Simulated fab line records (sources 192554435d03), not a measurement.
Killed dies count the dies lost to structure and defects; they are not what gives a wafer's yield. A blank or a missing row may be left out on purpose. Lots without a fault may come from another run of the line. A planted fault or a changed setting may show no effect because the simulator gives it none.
Lot-split experiment    flow n5_finfet    39 wafers read across 7 lots, on a route 1938 steps long

## THE SPLIT ITSELF
At N5_FIN_SAQP_HM_DEP_03 (deposits SiNx from SiH4/NH3/N2, target thk 38 nm, time 33.6 s), the setting target_thk_a was moved away from the recipe's 380 angstrom on 9 of the 39 wafers read, by -55.4% to +21.7%. For the rest of the wafers, this setting stayed at what the recipe calls for.

## FROM THE SPLIT TO THE READING: what the file shows between them, 12 steps
- N5_FIN_SAQP_THK_MEAS_05
- N5_FIN_SAQP_SPACER1_ALD_24: deposits SiO2, target thk 20.3 nm, pulse time 1 s, purge time 2 s (also split here: ald_cycles)
- N5_FIN_SAQP_SPACER1_ETCHBACK_25: etches SiO2 in CHF3/O2, target depth 24.4 nm, time 12.2 s
- N5_FIN_SAQP_MANDREL1_REMOVE_56: chemistry HBr/Cl2/O2, target a-Si, stops on SiNx, bt time 10 s
- N5_FIN_SAQP_CD_MEAS_27: target cd 20 nm
- N5_FIN_SAQP_ETCH_57: etches SiNx in CH3F/O2, target depth 32.5 nm, time 46.4 s
- N5_FIN_SAQP_ETCH_65: etches SiO2 in CF4, target depth 4 nm, time 4.4 s
- N5_FIN_SAQP_MANDREL2_REMOVE_60: chemistry HBr/Cl2/O2, target a-Si, stops on SiNx, bt time 10 s
- N5_FIN_SAQP_HM_OPEN_33: chemistry CH3F/O2, target SiNx, target depth 49.4 nm, time 70.6 s
- N5_FIN_SAQP_ETCH_34: etches SiO2 in C4F6/O2, target depth 45 nm, time 15 s
- N5_FIN_SAQP_STRIP_77: strips in N2/H2, time 90 s
- N5_FIN_SAQP_ETCH_64: etches SiO2 in CF4, target depth 1.5 nm

## THE READING
SiNx_of_FIN_SAQP_HM_DEP_03.thk_nm (the simulator's own value, which no gauge read), in nm, at N5_FIN_SAQP_FIN_ETCH_36 (etches the open film in HBr/Cl2/O2, target depth 120 nm, time 50.4 s). The file gives no usual value for it. Across the 30 wafers here that went through the recipe, the average is 21.0 nm and the standard deviation 0.53 nm.

wafer   tool, chamber at the split  target_thk_a as run, angstrom  against the recipe  SiNx_of_FIN_SAQP_HM_DEP_03.thk_nm, nm  against lot-mates on the recipe
L078.1  pecvd-02, 2                 462.6                          +21.7%              28.4                                   +7.7
L078.2  pecvd-02, 1                 380                            recipe              20.2                                   -
L078.3  pecvd-02, 0                 462.6                          +21.7%              28.8                                   +8.1
L078.4  pecvd-02, 0                 462.6                          +21.7%              29.2                                   +8.5
L078.5  pecvd-02, 2                 380                            recipe              20.6                                   -
L078.6  pecvd-02, 1                 380                            recipe              21.2                                   -
L079.1  pecvd-03, 0                 380                            recipe              20.8                                   -
L079.2  pecvd-03, 1                 380                            recipe              20.8                                   -
L079.3  pecvd-03, 2                 380                            recipe              21.6                                   -
L079.4  pecvd-03, 1                 380                            recipe              21                                     -
L079.5  pecvd-03, 2                 380                            recipe              21.2                                   -
L079.6  pecvd-03, 0                 380                            recipe              21.2                                   -
L084.1  pecvd-02, 0                 441.3                          +16.1%              27.4                                   +6.8
L084.4  pecvd-02, 1                 441.3                          +16.1%              27.4                                   +6.8
L084.5  pecvd-02, 2                 441.3                          +16.1%              27.4                                   +6.8
L084.2  pecvd-02, 2                 380                            recipe              20.4                                   -
L084.3  pecvd-02, 1                 380                            recipe              20.6                                   -
L084.6  pecvd-02, 0                 380                            recipe              20.8                                   -
L088.1  pecvd-01, 1                 169.4                          -55.4%              0                                      -20.7
L088.2  pecvd-01, 0                 380                            recipe              20.4                                   -
L088.3  pecvd-01, 2                 380                            recipe              20.6                                   -
L088.4  pecvd-01, 1                 169.4                          -55.4%              0.2                                    -20.5
L088.5  pecvd-01, 2                 169.4                          -55.4%              0.6                                    -20.1
L088.6  pecvd-01, 0                 380                            recipe              21                                     -
L091.1  pecvd-03, 0                 380                            recipe              21.4                                   -
L091.2  pecvd-03, 2                 380                            recipe              20.6                                   -
L091.3  pecvd-03, 1                 380                            recipe              22                                     -
L091.4  pecvd-03, 0                 380                            recipe              21.6                                   -
L091.6  pecvd-03, 1                 380                            recipe              21.6                                   -
L091.5  pecvd-03, 2                 380                            recipe              20.8                                   -
L095.1  pecvd-02, 0                 380                            recipe              20                                     -
L095.2  pecvd-02, 2                 380                            recipe              20.4                                   -
L095.3  pecvd-02, 1                 380                            recipe              21.8                                   -
L095.4  pecvd-02, 2                 380                            recipe              21.4                                   -
L095.5  pecvd-02, 1                 380                            recipe              21.6                                   -
L095.6  pecvd-02, 0                 380                            recipe              21.2                                   -
L097.2  pecvd-01, 2                 380                            recipe              20.2                                   -
L097.3  pecvd-01, 1                 380                            recipe              20.4                                   -
L097.4  pecvd-01, 0                 380                            recipe              21.6                                   -

THE FIT
A straight line over all 39 wafers: SiNx_of_FIN_SAQP_HM_DEP_03.thk_nm changes by +0.374 nm for each +1% of target_thk_a; r = +1.00; the points scatter about the line by 0.51 nm.
The same after taking each lot's own level away (the mean of its wafers on the recipe; 39 wafers): +0.373 nm for each +1%; r = +1.00; scatter 0.48 nm.
The reading moves by 21 nm for the largest change in target_thk_a, on that fit.
Across the lots, their own levels run from 20.60 to 21.33 nm, a range of 1.4 times the standard deviation given above.
The two slopes agree, so the slope changes little with the lot-to-lot level.
Check: -20.5 nm against its lot-mates is what the line predicts for one of the wafers moved furthest among these (-55.4%) when that wafer is left out of the fit. It came out at -20.7 nm against them.

## OTHER SPLITS APPLIED TO THESE WAFERS
These wafers also went through other splits before the reading. Each is held against what the fit with the lots' levels taken away leaves over:
other split on the same wafers         wafers away from the commonest value  r with SiNx_of_FIN_SAQP_HM_DEP_03.thk_nm (lot level and that fit taken away)
N5_FIN_SAQP_SPACER1_ALD_24 ald_cycles  18                                    -0.13

## THE WHOLE CHAIN: every reading that the file lists as answering this split, in the file's order
step                     what it does                                                          reading                                                                             change (the file's fit)                r (the file's)
N5_FIN_SAQP_HM_DEP_03    deposits SiNx from SiH4/NH3/N2, target thk 38 nm, time 33.6 s         SiNx_of_FIN_SAQP_HM_DEP_03.thk_nm (the simulator's own value, which no gauge read)  +0.382 nm for each +1% of the setting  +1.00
N5_FIN_SAQP_THK_MEAS_05                                                                        thk_nm                                                                              withheld for each +1% of the setting   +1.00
N5_FIN_SAQP_HM_OPEN_33   chemistry CH3F/O2, target SiNx, target depth 49.4 nm, time 70.6 s     etch_rf_on_time_s                                                                   withheld for each +1% of the setting   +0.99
N5_FIN_SAQP_HM_OPEN_33   chemistry CH3F/O2, target SiNx, target depth 49.4 nm, time 70.6 s     etch.depth_nm (the simulator's own value, which no gauge read)                      +0.382 nm for each +1% of the setting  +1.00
N5_FIN_SAQP_FIN_ETCH_36  etches the open film in HBr/Cl2/O2, target depth 120 nm, time 50.4 s  SiNx_of_FIN_SAQP_HM_DEP_03.thk_nm (the simulator's own value, which no gauge read)  +0.373 nm for each +1% of the setting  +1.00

## FILE'S OWN FIT
SiNx_of_FIN_SAQP_HM_DEP_03.thk_nm changes by +0.373 nm for each +1% of target_thk_a, r = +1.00.
